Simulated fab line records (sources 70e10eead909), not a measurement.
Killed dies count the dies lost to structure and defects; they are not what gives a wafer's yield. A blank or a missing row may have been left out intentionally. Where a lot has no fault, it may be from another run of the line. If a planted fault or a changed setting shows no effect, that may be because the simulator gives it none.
Chamber matching / flow nandHarc / NHARC_A_CHANNEL_FILL_D1_ALD_16 on aldHk-03: 4 sister chambers
The step deposits SiO2, target thk 1.5 nm, pulse time 10 s, ald cycles 15. 7 wafers are shown with their chamber, then 7 later ones without.

WAFERS PAIRED WITH THEIR CHAMBERS
wafer=L080.2; chamber=2; heaterPowerW (W)=574; heaterPowerOuterW (W)=332
wafer=L080.3; chamber=3; heaterPowerW (W)=421; heaterPowerOuterW (W)=253
wafer=L082.1; chamber=0; heaterPowerW (W)=499; heaterPowerOuterW (W)=279
wafer=L083.4; chamber=0; heaterPowerW (W)=521; heaterPowerOuterW (W)=276
wafer=L083.5; chamber=1; heaterPowerW (W)=446; heaterPowerOuterW (W)=256
wafer=L089.1; chamber=1; heaterPowerW (W)=443; heaterPowerOuterW (W)=262
wafer=L089.3; chamber=2; heaterPowerW (W)=579; heaterPowerOuterW (W)=337

WAFERS WITHOUT THEIR CHAMBER
wafer=L089.6; heaterPowerW (W)=422; heaterPowerOuterW (W)=248
wafer=L092.2; heaterPowerW (W)=425; heaterPowerOuterW (W)=257
wafer=L092.3; heaterPowerW (W)=596; heaterPowerOuterW (W)=345
wafer=L092.6; heaterPowerW (W)=419; heaterPowerOuterW (W)=255
wafer=L096.2; heaterPowerW (W)=452; heaterPowerOuterW (W)=259
wafer=L096.3; heaterPowerW (W)=423; heaterPowerOuterW (W)=251
wafer=L096.5; heaterPowerW (W)=430; heaterPowerOuterW (W)=252

CHAMBER TAKEN BY EACH
wafer=L089.6; from the rows above=3; in truth=3
wafer=L092.2; from the rows above=can't be placed: 3 or 1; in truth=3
wafer=L092.3; from the rows above=2; in truth=2
wafer=L092.6; from the rows above=3; in truth=3
wafer=L096.2; from the rows above=1; in truth=1
wafer=L096.3; from the rows above=3; in truth=3
wafer=L096.5; from the rows above=can't be placed: 3 or 1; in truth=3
Correct placement for 5 of the 7. Can't be placed from these rows: 2 (the true chamber is among the candidates in 2). Number placed wrongly: 0.
How it was worked out, from the rows above alone: a wafer's distance from a chamber is the root of the sum, over the readings, of the square of ((its reading less the chamber's mean) divided by the reading's scatter). The wafer belongs to the nearest chamber; if the next one is less than 2 further off, it can't be placed. A chamber's mean is the mean of its shown wafers. The scatter is the square root of a quotient: the sum, over the shown wafers, of each reading's squared deviation from its chamber's mean, divided by wafers minus chambers.
